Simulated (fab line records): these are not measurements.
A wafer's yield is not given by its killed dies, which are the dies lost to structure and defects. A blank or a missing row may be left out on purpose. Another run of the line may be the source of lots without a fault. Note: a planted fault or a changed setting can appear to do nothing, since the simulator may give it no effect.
Matching of chambers + flow n5-finfet + rie-diel-01 running N5_BEOL_M2_ETCH_63: 4 sister chambers
The step etches SiARC in CF4, target depth 15.6 nm, time 26 s. 4 wafers are shown with their chamber, then 7 later ones without.

## WAFERS, EACH WITH ITS CHAMBER
| wafer  | chamber | showerhead-plenum-p-Torr (Torr) |
|--------|---------|---------------------------------|
| L086.3 | 1       | 2.17                            |
| L086.4 | 3       | 2.21                            |
| L088.1 | 0       | 2.04                            |
| L088.4 | 2       | 2.12                            |

## WAFERS MISSING THEIR CHAMBER
| wafer  | showerhead-plenum-p-Torr (Torr) |
|--------|---------------------------------|
| L088.5 | 2.12                            |
| L089.2 | 2.21                            |
| L089.4 | 2.12                            |
| L089.6 | 2.12                            |
| L093.2 | 2.17                            |
| L093.3 | 2.21                            |
| L093.5 | 2.11                            |

## WHICH CHAMBER EACH WENT THROUGH
| wafer  | from the rows above | in truth |
|--------|---------------------|----------|
| L088.5 | 2                   | 2        |
| L089.2 | 3                   | 3        |
| L089.4 | 2                   | 2        |
| L089.6 | 2                   | 2        |
| L093.2 | 1                   | 1        |
| L093.3 | 3                   | 3        |
| L093.5 | 2                   | 2        |
Placed correctly: 7 of 7. From these rows, 0 cannot be placed. Number placed wrongly: 0.
How it was worked out, from the rows above alone: a wafer's distance from a chamber is the root of the sum, over the readings, of the square of ((its reading less the chamber's mean) divided by the reading's scatter). The wafer belongs to the nearest chamber; if the next one is less than 2 further off, it can't be placed. For every chamber, the mean is computed from those of its wafers that are shown. The scatter: root of mean squared gap, hidden wafer to nearest shown wafer, with one shown wafer a chamber.
